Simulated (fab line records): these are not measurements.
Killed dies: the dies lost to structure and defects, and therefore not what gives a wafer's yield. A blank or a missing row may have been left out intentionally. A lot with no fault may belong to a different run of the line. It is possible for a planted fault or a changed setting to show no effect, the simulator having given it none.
fab line records	flow n5Finfet
[record] lots = 7	wafers = 21
route steps=1938 shown BEOL_M11@1575 BEOL_M13@1685 BEOL_M14@1753
startH: hours from the record's opening day to when the first of the lot's shown wafers began	waitH: hours from the lot's prior step to this one	" repeats the value in the row above	L1.1+2: several wafers, shown together as one row	- value missing, or start not given	* or withheld: withheld	< > ~ a bound
route shown NAME@n: a module of which the file shows steps, and the number in the route of the first	usual: mean/standard deviation of fault-free wafers	same: alike in all rows	chamber/n: place in a boat	sites: the reading at each site	_std_site: their standard deviation	_edge_site: inner sites' mean taken away from outer sites' mean	radiusMm: how far each site lies from the wafer's centre	mask NAME#n: copy n	behind: tool/chamber where the wafer was last shaped	hold: the reason the lot was held/the length of the hold in hours/how it ended	device: names the non-switching transistor (n, p or np)	end of line: the tests these same wafers got at the end of their route	step lacking rows: just its recipe	killed: dies lost to structure and defects at the first sort, not the wafer's yield	map: a wafer's dies, x killed, . not, _ none there
set.NAME: the setting as run; set.NAME@STEP: as run at that earlier step	model.NAME: the simulator's own value behind a step, which no gauge read
one table per step and one row per wafer, for lots whose settings were changed on purpose
[[steps]]
[step N5_BEOL_M11_VIA_ETCH_34]
[recipe] chemistry = C4F6/O2	target = SiCOH_lowk	targetDepthA = 1845	maskMaterial = SOC	taperDeg = 4	timeS = 69.2	ionEnergyEv = 250	pressureMtorr = 30	sourceW = 345	biasW = 185	Ar_flow_sccm = 300	C4F6_flow_sccm = 10	O2_flow_sccm = 10
lot.wafer	tool	chamber	startH	waitH	set.timeS	model.etch.depthNm	model.SOC_of_BEOL_M11_COAT_63.thkNm
L074.2	rieDiel-02	0	256.23	0.0	69.2	184.6	92
L074.5	"	2	"	"	69.2	183.7	92
L074.6	"	3	"	"	75.66	205.4	91
L077.1	rieDiel-02	2	270.77	0.0	69.2	183.6	92.2
L077.4	"	1	"	"	69.2	188.3	91.6
L077.5	"	1	"	"	69.2	188.4	91.8
L080.2	rieDiel-05	3	278.28	0.0	69.2	186.7	91.4
L080.5	"	1	"	"	69.2	178.1	91.8
L080.6	"	3	"	"	69.2	186.2	91.6
L085.1	rieDiel-05	0	325.03	0.0	69.2	185.8	92.2
L085.4	"	2	"	"	69.2	186.3	92
L085.5	"	1	"	"	75.66	195.9	91.6
L087.2	rieDiel-04	1	334.20	0.0	69.2	186.2	92.2
L087.3	"	2	"	"	77.08	203.2	91.2
L087.6	"	1	"	"	77.08	208.5	91
L091.1	rieDiel-04	0	353.70	0.0	69.2	185.8	92
L091.3	"	1	"	"	55.94	149.4	93.6
L091.6	"	0	"	"	55.94	150.8	93.6
L095.1	rieDiel-02	1	370.88	0.0	69.2	193.8	92.2
L095.4	"	0	"	"	69.2	182.8	92
L095.5	"	1	"	"	69.2	193.8	91.8
[step N5_BEOL_M11_TRENCH_ETCH_37]
[recipe] chemistry = C4F6/O2	targetDepthA = 1488.3	target = SiCOH_lowk	timeS = 48	ionEnergyEv = 250	pressureMtorr = 30	sourceW = 345	biasW = 185	Ar_flow_sccm = 300	C4F6_flow_sccm = 10	O2_flow_sccm = 10
[usual] rfVppV = 671/11
lot.wafer	tool	chamber	startH	waitH	set.biasW	rfVppV
L074.2	rieDiel-02	0	-	-	185	675
L074.5	"	2	"	"	173.2	644
L074.6	"	3	"	"	173.2	633
L077.1	rieDiel-02	2	-	-	185	677
L077.4	"	1	"	"	185	672
L077.5	"	1	"	"	216.7	761
L080.2	rieDiel-05	3	-	-	172.1	631
L080.5	"	1	"	"	172.1	630
L080.6	"	3	"	"	185	668
L085.1	rieDiel-05	0	-	-	185	699
L085.4	"	2	"	"	185	655
L085.5	"	1	"	"	216.8	754
L087.2	rieDiel-04	1	-	-	166.7	609
L087.3	"	2	"	"	185	684
L087.6	"	1	"	"	166.7	606
L091.1	rieDiel-04	0	-	-	185	673
L091.3	"	1	"	"	185	661
L091.6	"	0	"	"	185	672
L095.1	rieDiel-02	1	-	-	185	673
L095.4	"	0	"	"	185	676
L095.5	"	1	"	"	185	670
[step N5_BEOL_M13_EXPOSE_25]
[recipe] maskId = M13	na = 0.93	sourceShape = conventional	sigmaOuter = 0.4	polarization = unpolarized	targetCdNm = 210	doseMj = 22
lot.wafer	tool	chamber	startH	waitH	mask	set.doseMj
L074.2+6	krfScanner-01	0	266.02	-	M13#0	22
L074.5	"	0	"	"	M13#0	22.67
L077.1	krfScanner-02	0	281.84	-	M13#0	22.6
L077.4+5	"	0	"	"	M13#0	22
L080.2+5	krfScanner-01	0	294.93	-	M13#0	23.1
L080.6	"	0	"	"	M13#0	22
L085.1	krfScanner-01	0	335.30	-	M13#0	22
L085.4+5	"	0	"	"	M13#0	21.42
L087.2+6	krfScanner-02	0	343.94	-	M13#0	23.07
L087.3	"	0	"	"	M13#0	22
L091.1+3	krfScanner-02	0	365.29	-	M13#0	22.62
L091.6	"	0	"	"	M13#0	22
L095.1+4+5	krfScanner-02	0	380.37	-	M13#0	22
[step N5_BEOL_M13_DEVELOP_27]
[recipe] developTimeS = 45	rinseLiquid = diw	dry = airSpin	devTempC = 21
lot.wafer	tool	chamber	startH	waitH	set.developTimeS
L074.2+5+6	lithoTrack-05	0	-	-	45
L077.1+4	lithoTrack-05	0	-	-	52.52
L077.5	"	0	"	"	45
L080.2+5+6	lithoTrack-05	0	-	-	48.9
L085.1+5	lithoTrack-05	0	-	-	45
L085.4	"	0	"	"	40.33
L087.2+6	lithoTrack-05	0	-	-	37.25
L087.3	"	0	"	"	45
L091.1+3	lithoTrack-03	0	-	-	45
L091.6	"	0	"	"	50.95
L095.1+4+5	lithoTrack-03	0	-	-	45
[step N5_BEOL_M13_HARDBAKE_32]
[recipe] tempC = 130	timeS = 120
[step N5_BEOL_M13_CD_MEAS_28]
[recipe] targetCdNm = 209.5	landingEnergyEv = 500	detector = seInlens
[usual] cdNm = 209.3/1.3
lot.wafer	tool	chamber	startH	waitH	set.doseMj@BEOL_M13_EXPOSE_25	cdNm
L074.2	cdSem-01	0	266.19	-	22	208.0
L074.5	"	0	"	"	22.67	210.9
L074.6	"	0	"	"	22	207.5
L077.1	cdSem-03	0	282.01	-	22.6	209.9
L077.4	"	0	"	"	22	209.2
L077.5	"	0	"	"	22	208.4
L080.2	cdSem-03	0	295.09	-	23.1	214.9
L080.5	"	0	"	"	23.1	215.3
L080.6	"	0	"	"	22	209.3
L085.1	cdSem-02	0	335.48	-	22	209.5
L085.4	"	0	"	"	21.42	206.5
L085.5	"	0	"	"	21.42	209.1
L087.2	cdSem-03	0	344.10	-	23.07	212.9
L087.3	"	0	"	"	22	208.6
L087.6	"	0	"	"	23.07	214.4
L091.1	cdSem-03	0	365.46	-	22.62	213.0
L091.3	"	0	"	"	22.62	213.3
L091.6	"	0	"	"	22	210.6
L095.1	cdSem-01	0	380.54	-	22	210.2
L095.4	"	0	"	"	22	208.7
L095.5	"	0	"	"	22	210.4
[step N5_BEOL_M13_DESCUM_33]
[recipe] chemistry = O2	timeS = 7.9	sourcePowerW = 50	biasPowerW = 20	pressureMtorr = 20	rfFrequencyHz = 2.712e+07	tempC = 40	o2FlowSccm = 225
lot.wafer	tool	chamber	startH	waitH	set.timeS	set.doseMj@BEOL_M13_EXPOSE_25	model.BEOL_M13.cdNm
L074.2	rieDiel-02	0	266.27	0.0	7.338	22	207.8
L074.5	"	0	"	"	7.9	22.67	211
L074.6	"	1	"	"	7.338	22	207.6
L077.1	rieDiel-05	2	282.19	0.1	7.9	22.6	210.2
L077.4	"	1	"	"	7.9	22	209.2
L077.5	"	2	"	"	7.9	22	208
L080.2	rieDiel-02	3	295.18	0.0	7.9	23.1	215
L080.5	"	3	"	"	7.9	23.1	215.2
L080.6	"	0	"	"	7.9	22	209.6
L085.1	rieDiel-02	2	335.56	0.0	6.202	22	209.8
L085.4	"	1	"	"	6.202	21.42	206.4
L085.5	"	1	"	"	7.9	21.42	209
L087.2	rieDiel-05	3	344.34	0.2	6.215	23.07	212.6
L087.3	"	0	"	"	7.9	22	209
L087.6	"	0	"	"	7.9	23.07	214.6
L091.1	rieDiel-02	0	365.55	0.0	7.9	22.62	213.2
L091.3	"	3	"	"	7.384	22.62	213
L091.6	"	3	"	"	7.384	22	210.2
L095.1	rieDiel-04	1	380.63	0.0	7.9	22	210.2
L095.4	"	3	"	"	7.9	22	208.6
L095.5	"	1	"	"	7.9	22	210.6
[step N5_BEOL_M13_ETCH_67]
[recipe] chemistry = CF4	target = SiARC	targetDepthA = 1430	timeS = 238.3	ionEnergyEv = 80	pressureMtorr = 40	sourceW = 545	biasW = 36	Ar_flow_sccm = 100	cf4FlowSccm = 100	ends = cleared
lot.wafer	tool	chamber	startH	waitH	set.doseMj@BEOL_M13_EXPOSE_25	model.BEOL_M13.cdNm
L074.2	rieDiel-02	0	266.31	0.0	22	207.4
L074.5	"	0	"	"	22.67	210.8
L074.6	"	1	"	"	22	208.4
L077.1	rieDiel-05	2	282.22	0.0	22.6	211
L077.4	"	1	"	"	22	210.4
L077.5	"	2	"	"	22	209.4
L080.2	rieDiel-02	3	295.22	0.0	23.1	215
L080.5	"	3	"	"	23.1	215.6
L080.6	"	0	"	"	22	210.2
L085.1	rieDiel-02	2	335.60	0.0	22	209.6
L085.4	"	1	"	"	21.42	207
L085.5	"	1	"	"	21.42	209.2
L087.2	rieDiel-05	3	344.37	0.0	23.07	213
L087.3	"	0	"	"	22	209.2
L087.6	"	0	"	"	23.07	215
L091.1	rieDiel-02	0	365.58	0.0	22.62	213.2
L091.3	"	3	"	"	22.62	213.8
L091.6	"	3	"	"	22	210.6
L095.1	rieDiel-04	1	380.66	0.0	22	210.8
L095.4	"	3	"	"	22	209.2
L095.5	"	1	"	"	22	211.4
[step N5_BEOL_M13_TRENCH_ETCH_34]
[recipe] chemistry = C4F8/O2/Ar	target = SiOC	targetDepthA = 4134.7	maskMaterial = SOC	pressureMtorr = 30	sourceW = 3000	biasW = 700	Ar_flow_sccm = 400	C4F8_flow_sccm = 15	O2_flow_sccm = 8	heInnerTorr = 15	heOuterTorr = 30	timeS = 162.6	ionEnergyEv = 250
lot.wafer	tool	chamber	startH	waitH	set.timeS	model.etch.depthNm
L074.2	rieDiel-02	0	266.68	0.0	126.9	318.6
L074.5	"	0	"	"	126.9	321.3
L074.6	"	1	"	"	162.6	423.3
L077.1	rieDiel-05	2	282.59	0.0	162.6	420.3
L077.4	"	1	"	"	162.6	409.6
L077.5	"	2	"	"	162.6	423.1
L080.2	rieDiel-02	3	295.58	0.0	185.3	475.5
L080.5	"	3	"	"	185.3	475.1
L080.6	"	0	"	"	162.6	401.1
L085.1	rieDiel-02	2	335.97	0.0	162.6	409.9
L085.4	"	1	"	"	197.8	508.2
L085.5	"	1	"	"	162.6	422.8
L087.2	rieDiel-05	3	344.74	0.0	162.6	421.4
L087.3	"	0	"	"	162.6	410.1
L087.6	"	0	"	"	162.6	410.4
L091.1	rieDiel-02	0	365.95	0.0	127.4	320.4
L091.3	"	3	"	"	162.6	418.6
L091.6	"	3	"	"	127.4	328.2
L095.1	rieDiel-04	1	381.03	0.0	162.6	416.4
L095.4	"	3	"	"	162.6	417
L095.5	"	1	"	"	162.6	419.8
[step N5_BEOL_M13_STRIP_70]
[recipe] chemistry = C4F8/O2/Ar	resist = SiARC	rfFrequencyHz = 6e+07
[step N5_BEOL_M13_OCD_MEAS_35]
[usual] trenchDepthNm = 417/6.4
lot.wafer	tool	chamber	startH	waitH	set.timeS@BEOL_M13_TRENCH_ETCH_34	trenchDepthNm
L074.2	ocd-01	-	266.85	0.0	126.9	318
L074.5	"	-	"	"	126.9	321
L074.6	"	-	"	"	162.6	423
L077.1	ocd-01	-	282.76	0.0	162.6	420
L077.4	"	-	"	"	162.6	410
L077.5	"	-	"	"	162.6	423
L080.2	ocd-01	-	295.76	0.0	185.3	476
L080.5	"	-	"	"	185.3	475
L080.6	"	-	"	"	162.6	401
L085.1	ocd-02	-	336.14	0.0	162.6	410
L085.4	"	-	"	"	197.8	509
L085.5	"	-	"	"	162.6	423
L087.2	ocd-02	-	344.91	0.0	162.6	421
L087.3	"	-	"	"	162.6	411
L087.6	"	-	"	"	162.6	410
L091.1	ocd-02	-	366.12	0.0	127.4	320
L091.3	"	-	"	"	162.6	419
L091.6	"	-	"	"	127.4	328
L095.1	ocd-01	-	381.21	0.0	162.6	417
L095.4	"	-	"	"	162.6	417
L095.5	"	-	"	"	162.6	420
[step N5_BEOL_M13_STRIP_37]
[recipe] chemistry = N2/H2	powerW = 1000	tempC = 250	h2Frac = 0.65	overashFraction = 0.3	pressureMtorr = withheld	n2FlowSccm = 1750	h2FlowSccm = 3250
[step N5_BEOL_M13_ETCH_38]
[recipe] chemistry = CF4/N2	target = SiCN	targetDepthA = 675	taperDeg = 2	timeS = 71.9	ionEnergyEv = 150	maskMaterial = SiO2	pressureMtorr = 40	sourceW = 430	biasW = 70	Ar_flow_sccm = 100	cf4FlowSccm = 60	n2FlowSccm = 60
[step N5_BEOL_M13_ECD_47]
[recipe] material = Cu	targetThkA = 9360
[step N5_BEOL_M13_ANNEAL_48]
[recipe] tempC = 225	timeS = 90	ambient = N2
[step N5_BEOL_M13_CMP_49]
[recipe] stopOn = SiOC	tOverpolishS = 17.1	downForcePsi = 1	platenRpm = 50	clearingPlatenDownForcePsi = 1.5	clearingPlatenRpm = 50	postCmpClean = cuAlkaline	targetThkNm = 420	clearingPlatenPadVelocityMS = 0.99484	padVelocityMS = 0.99484
lot.wafer	tool	chamber	startH	waitH	set.timeS@BEOL_M13_TRENCH_ETCH_34	model.Cu_of_BEOL_M13_ECD_47.thkNm
L074.2	cmp-01	1	276.25	0.3	126.9	324.8
L074.6	"	2	"	"	162.6	429.4
L074.5	"	3	"	"	126.9	328.4
L077.4	cmp-04	3	285.89	0.2	162.6	416.8
L077.1	"	1	"	"	162.6	427.4
L077.5	"	2	"	"	162.6	433
L080.2	cmp-02	3	298.80	0.2	185.3	479.2
L080.5	"	3	"	"	185.3	478.8
L080.6	"	0	"	"	162.6	405.4
L085.4	cmp-02	2	338.50	0.1	197.8	516.2
L085.1	"	1	"	"	162.6	415.8
L085.5	"	3	"	"	162.6	429.4
L087.2	cmp-02	1	347.73	0.3	162.6	427.4
L087.3	"	2	"	"	162.6	418.4
L087.6	"	1	"	"	162.6	416.8
L091.3	cmp-04	0	368.01	0.2	162.6	427.4
L091.1	"	1	"	"	127.4	327
L091.6	"	3	"	"	127.4	334.8
L095.4	cmp-01	3	383.77	0.2	162.6	424.6
L095.1	"	0	"	"	162.6	421.4
L095.5	"	3	"	"	162.6	428
[step N5_BEOL_M13_THK_MEAS_50]
[recipe] thkMeasGauge = xrf	reads = Cu_of_BEOL_M13_ECD_47
[usual] M13_THK = 423/7.5
lot.wafer	tool	chamber	startH	waitH	set.timeS@BEOL_M13_TRENCH_ETCH_34	M13_THK[nm]
L074.2	filmMetro-02	-	276.43	-	126.9	324
L074.5	"	-	"	"	126.9	332
L074.6	"	-	"	"	162.6	431
L077.1	filmMetro-02	-	286.14	-	162.6	428
L077.4	"	-	"	"	162.6	416
L077.5	"	-	"	"	162.6	434
L080.2	filmMetro-01	-	299.09	-	185.3	483
L080.5	"	-	"	"	185.3	480
L080.6	"	-	"	"	162.6	406
L085.1	filmMetro-01	-	338.79	-	162.6	411
L085.4	"	-	"	"	197.8	511
L085.5	"	-	"	"	162.6	424
L087.2	filmMetro-01	-	347.99	-	162.6	428
L087.3	"	-	"	"	162.6	421
L087.6	"	-	"	"	162.6	418
L091.1	filmMetro-02	-	368.27	-	127.4	328
L091.3	"	-	"	"	162.6	429
L091.6	"	-	"	"	127.4	336
L095.1	filmMetro-02	-	384.03	-	162.6	424
L095.4	"	-	"	"	162.6	428
L095.5	"	-	"	"	162.6	430
[step N5_BEOL_M13_PRE_CLEAN_52]
[recipe] gas = NH3	timeS = 15	tempC = withheld	rfPowerW = 300
[step N5_BEOL_M13_DEP_53]
[recipe] material = SiCN	targetThkA = 500	tempC = withheld	precursor = 3MS/NH3	pressureTorr = 3	rfW = 675	timeS = 17.8
[step N5_BEOL_M13_RS_MEAS_54]
[recipe] thkMeasGauge = four-point-probe	reads = Cu_of_BEOL_M13_ECD_47+Ta_of_BEOL_M13_SPUTTER_44+TaN_of_BEOL_M13_SPUTTER_43
[usual] M13_RS = 0.0446/0.00072
lot.wafer	tool	chamber	startH	waitH	set.timeS@BEOL_M13_TRENCH_ETCH_34	M13_RS[ohm/sq]
L074.2	filmMetro-02	-	276.56	0.1	126.9	0.0588
L074.5	"	-	"	"	126.9	0.0580
L074.6	"	-	"	"	162.6	0.0439
L077.1	filmMetro-02	-	286.27	0.0	162.6	0.0442
L077.4	"	-	"	"	162.6	0.0452
L077.5	"	-	"	"	162.6	0.0435
L080.2	filmMetro-01	-	299.22	0.1	185.3	0.0393
L080.5	"	-	"	"	185.3	0.0393
L080.6	"	-	"	"	162.6	0.0466
L085.1	filmMetro-02	-	338.92	0.0	162.6	0.0453
L085.4	"	-	"	"	197.8	0.0364
L085.5	"	-	"	"	162.6	0.0439
L087.2	filmMetro-02	-	348.12	0.1	162.6	0.0442
L087.3	"	-	"	"	162.6	0.0450
L087.6	"	-	"	"	162.6	0.0453
L091.1	filmMetro-02	-	368.39	0.0	127.4	0.0583
L091.3	"	-	"	"	162.6	0.0442
L091.6	"	-	"	"	127.4	0.0569
L095.1	filmMetro-02	-	384.19	0.1	162.6	0.0447
L095.4	"	-	"	"	162.6	0.0444
L095.5	"	-	"	"	162.6	0.0441
[step N5_BEOL_M14_TRENCH_ETCH_34]
[recipe] chemistry = C4F8/O2/Ar	target = SiO2	targetDepthA = 5566.5	maskMaterial = SOC	heInnerTorr = 15	heOuterTorr = 30	timeS = 126.9	ionEnergyEv = 800	pressureMtorr = 20	sourceW = 1905	biasW = 2040	Ar_flow_sccm = 400	C4F8_flow_sccm = 16	O2_flow_sccm = 12
lot.wafer	tool	chamber	startH	waitH	set.timeS	model.etch.depthNm
L074.2	rieDiel-03	2	278.75	0.0	105.7	466.4
L074.5	"	2	"	"	105.7	471.3
L074.6	"	1	"	"	105.7	485.6
L077.1	rieDiel-06	2	288.35	0.0	126.9	552.9
L077.4	"	1	"	"	126.9	559.1
L077.5	"	2	"	"	126.9	553.1
L080.2	rieDiel-01	0	301.50	0.0	126.9	540.7
L080.5	"	3	"	"	126.9	556.1
L080.6	"	1	"	"	126.9	574.8
L085.1	rieDiel-06	1	341.00	0.0	126.9	560
L085.4	"	3	"	"	104.4	455.3
L085.5	"	1	"	"	104.4	457.2
L087.2	rieDiel-03	3	350.63	0.0	126.9	531.7
L087.3	"	1	"	"	126.9	576
L087.6	"	3	"	"	126.9	531.6
L091.1	rieDiel-01	3	370.61	0.0	114.8	494.4
L091.3	"	2	"	"	126.9	554.1
L091.6	"	1	"	"	126.9	571
L095.1	rieDiel-03	3	386.43	0.0	126.9	531.6
L095.4	"	0	"	"	126.9	554.4
L095.5	"	1	"	"	126.9	583
[step N5_BEOL_M14_STRIP_70]
[recipe] chemistry = C4F8/O2/Ar	resist = SiARC	rfFrequencyHz = 6e+07
[step N5_BEOL_M14_OCD_MEAS_35]
[usual] trenchDepthNm = 551/15
lot.wafer	tool	chamber	startH	waitH	set.timeS@BEOL_M14_TRENCH_ETCH_34	trenchDepthNm
L074.2	ocd-02	-	278.91	0.0	105.7	467
L074.5	"	-	"	"	105.7	471
L074.6	"	-	"	"	105.7	485
L077.1	ocd-02	-	288.51	0.0	126.9	552
L077.4	"	-	"	"	126.9	560
L077.5	"	-	"	"	126.9	553
L080.2	ocd-01	-	301.66	0.0	126.9	541
L080.5	"	-	"	"	126.9	556
L080.6	"	-	"	"	126.9	575
L085.1	ocd-01	-	341.15	0.0	126.9	560
L085.4	"	-	"	"	104.4	455
L085.5	"	-	"	"	104.4	457
L087.2	ocd-02	-	350.78	0.0	126.9	532
L087.3	"	-	"	"	126.9	576
L087.6	"	-	"	"	126.9	531
L091.1	ocd-01	-	370.76	0.0	114.8	495
L091.3	"	-	"	"	126.9	554
L091.6	"	-	"	"	126.9	571
L095.1	ocd-02	-	386.59	0.0	126.9	531
L095.4	"	-	"	"	126.9	555
L095.5	"	-	"	"	126.9	583
[[key]]
[split] step = N5_BEOL_M11_VIA_ETCH_34	setting = timeS	stated = 69.2	by = wafer
[response] step = N5_BEOL_M11_VIA_ETCH_34	reading = model.etch.depthNm	change = +1.78	per = 1%	r = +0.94
[response] step = N5_BEOL_M11_VIA_ETCH_34	reading = model.SOC_of_BEOL_M11_COAT_63.thkNm	change = -0.0852	per = 1%	r = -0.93
[split] step = N5_BEOL_M11_TRENCH_ETCH_37	setting = biasW	stated = 185	by = wafer
[response] step = N5_BEOL_M11_TRENCH_ETCH_37	reading = rfVppV	change = +5.25	per = 1%	r = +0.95
[split] step = N5_BEOL_M13_EXPOSE_25	setting = doseMj	stated = 22	by = wafer
[response] step = N5_BEOL_M13_CD_MEAS_28	reading = cdNm	change = +0.972	per = 1%	r = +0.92
[response] step = N5_BEOL_M13_DESCUM_33	reading = model.BEOL_M13.cdNm	change = +0.972	per = 1%	r = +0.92
[response] step = N5_BEOL_M13_ETCH_67	reading = model.BEOL_M13.cdNm	change = +0.907	per = 1%	r = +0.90
[split] step = N5_BEOL_M13_DEVELOP_27	setting = developTimeS	stated = 45	by = wafer
response none clear
[split] step = N5_BEOL_M13_DESCUM_33	setting = timeS	stated = 7.9	by = wafer
response none clear
[split] step = N5_BEOL_M13_TRENCH_ETCH_34	setting = timeS	stated = 162.6	by = wafer
[response] step = N5_BEOL_M13_TRENCH_ETCH_34	reading = model.etch.depthNm	change = +4.54	per = 1%	r = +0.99
[response] step = N5_BEOL_M13_OCD_MEAS_35	reading = trenchDepthNm	change = +4.55	per = 1%	r = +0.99
[response] step = N5_BEOL_M13_CMP_49	reading = model.Cu_of_BEOL_M13_ECD_47.thkNm	change = +4.58	per = 1%	r = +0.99
[response] step = N5_BEOL_M13_THK_MEAS_50	reading = M13_THK	change = +4.63	per = 1%	r = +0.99
[response] step = N5_BEOL_M13_RS_MEAS_54	reading = M13_RS	change = -0.000551	per = 1%	r = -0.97
[split] step = N5_BEOL_M14_TRENCH_ETCH_34	setting = timeS	stated = 126.9	by = wafer
[response] step = N5_BEOL_M14_TRENCH_ETCH_34	reading = model.etch.depthNm	change = +6.14	per = 1%	r = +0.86
[response] step = N5_BEOL_M14_OCD_MEAS_35	reading = trenchDepthNm	change = +6.15	per = 1%	r = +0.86
